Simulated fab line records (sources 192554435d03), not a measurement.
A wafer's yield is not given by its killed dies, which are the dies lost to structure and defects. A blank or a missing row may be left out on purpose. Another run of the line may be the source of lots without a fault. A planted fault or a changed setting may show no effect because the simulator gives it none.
Chamber matching -- flow n5Finfet -- N5_WELL_APT_DESCUM_30 on rieDiel-05: 4 sister chambers
The step chemistry O2, time 7.9 s. 14 wafers are shown with their chamber, then 6 later ones without.

## WAFERS WITH THEIR CHAMBER
wafer,chamber,showerheadPlenumPTorr (Torr),throttleValvePct (%),oesProductAu (a.u.)
L628.3,1,2.05,20.71,0.69
L628.4,3,2.16,20.39,0.73
L628.5,0,2.14,20.03,0.89
L630.1,1,2.05,20.70,0.68
L630.2,2,2.07,20.81,0.68
L630.4,3,2.15,20.41,0.73
L638.2,3,2.15,20.42,0.70
L638.4,3,2.15,20.44,0.70
L638.6,0,2.13,20.07,0.85
L640.1,0,2.13,20.07,0.84
L640.4,2,2.06,20.56,0.95
L640.6,2,2.06,20.57,0.94
L641.1,2,2.06,20.56,0.94
L641.2,0,2.13,20.07,0.84

SIGNATURES (averages over the wafers above)
reading,chamber 0,chamber 1,chamber 2,chamber 3,scatter within a chamber
showerheadPlenumPTorr,2.1325,2.0500,2.0625,2.1525,0.00474
throttleValvePct,20.0600,20.7050,20.6250,20.4150,0.0695
oesProductAu,0.8550,0.6850,0.8775,0.7150,0.074
Rule: a wafer's distance from a chamber is the root of the sum, over the readings, of the square of ((its reading less the chamber's mean) divided by the reading's scatter). The wafer belongs to the nearest chamber; if the next one is less than 2 further off, it can't be placed. How the scatter is found: for the shown wafers, subtract from each reading the mean of its chamber, square and add these, divide the total by (wafers less chambers), then take the root.

## WAFERS WHOSE CHAMBER IS MISSING
wafer,showerheadPlenumPTorr (Torr),throttleValvePct (%),oesProductAu (a.u.)
L641.3,2.14,20.47,0.70
L643.4,2.14,20.46,0.69
L643.5,2.13,20.09,0.83
L643.6,2.14,20.45,0.69
L650.3,2.05,20.61,0.90
L650.4,2.03,20.44,0.92

## WHICH CHAMBER EACH ONE RAN IN
wafer,from the rows above,in truth
L641.3,3,3
L643.4,3,3
L643.5,0,0
L643.6,3,3
L650.3,can't be placed: 2 or 1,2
L650.4,can't be placed: 1 or 2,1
Placed correctly: 4 of 6. Cannot be placed on the basis of these rows: 2; the candidates contain the true chamber in 2. Number placed wrongly: 0.
